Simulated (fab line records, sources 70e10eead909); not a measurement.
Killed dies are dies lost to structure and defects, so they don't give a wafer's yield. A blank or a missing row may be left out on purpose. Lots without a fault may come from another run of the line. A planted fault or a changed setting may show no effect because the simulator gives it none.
Chamber matching | flow nand_harc | NHARC_A_STAIRCASE_DEP_151 on pecvd-01: 3 sister chambers
The step deposits SiO2, target thk 7200 nm. 3 wafers are shown with their chamber, then 12 later ones without.

WAFERS WITH THEIR CHAMBER
wafer  | chamber | heater_power_outer_w (W)
L083.5 | 1       | 249
L089.5 | 2       | 388
L089.6 | 0       | 303

WAFERS WITHOUT THEIR CHAMBER
wafer  | heater_power_outer_w (W)
L091.2 | 412
L091.4 | 382
L091.5 | 290
L093.1 | 348
L093.5 | 249
L093.6 | 378
L095.1 | 487
L095.2 | 258
L095.3 | 389
L096.1 | 358
L096.2 | 516
L096.6 | 288

WHICH CHAMBER EACH WENT THROUGH
wafer  | from the rows above          | in truth
L091.2 | can't be placed: 2 or 0      | 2
L091.4 | can't be placed: 2 or 0      | 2
L091.5 | can't be placed: 0 or 1 or 2 | 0
L093.1 | can't be placed: 2 or 0 or 1 | 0
L093.5 | can't be placed: 1 or 0      | 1
L093.6 | can't be placed: 2 or 0      | 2
L095.1 | can't be placed: 2 or 0      | 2
L095.2 | can't be placed: 1 or 0      | 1
L095.3 | can't be placed: 2 or 0      | 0
L096.1 | can't be placed: 2 or 0 or 1 | 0
L096.2 | can't be placed: 2 or 0      | 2
L096.6 | can't be placed: 0 or 1 or 2 | 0
Placed correctly: 0 of 12. Can't be placed from these rows: 12 (the true chamber is among the candidates in 12). Placed wrongly: 0.
How it was worked out, from the rows above alone: a wafer's distance from a chamber is the root of the sum, over the readings, of the square of ((its reading less the chamber's mean) divided by the reading's scatter). The wafer belongs to the nearest chamber; if the next one is less than 2 further off, it can't be placed. A chamber's mean is the mean of its shown wafers. The scatter: with one shown wafer a chamber, the root of the mean of the squares of how far each hidden wafer lies from its nearest shown one.
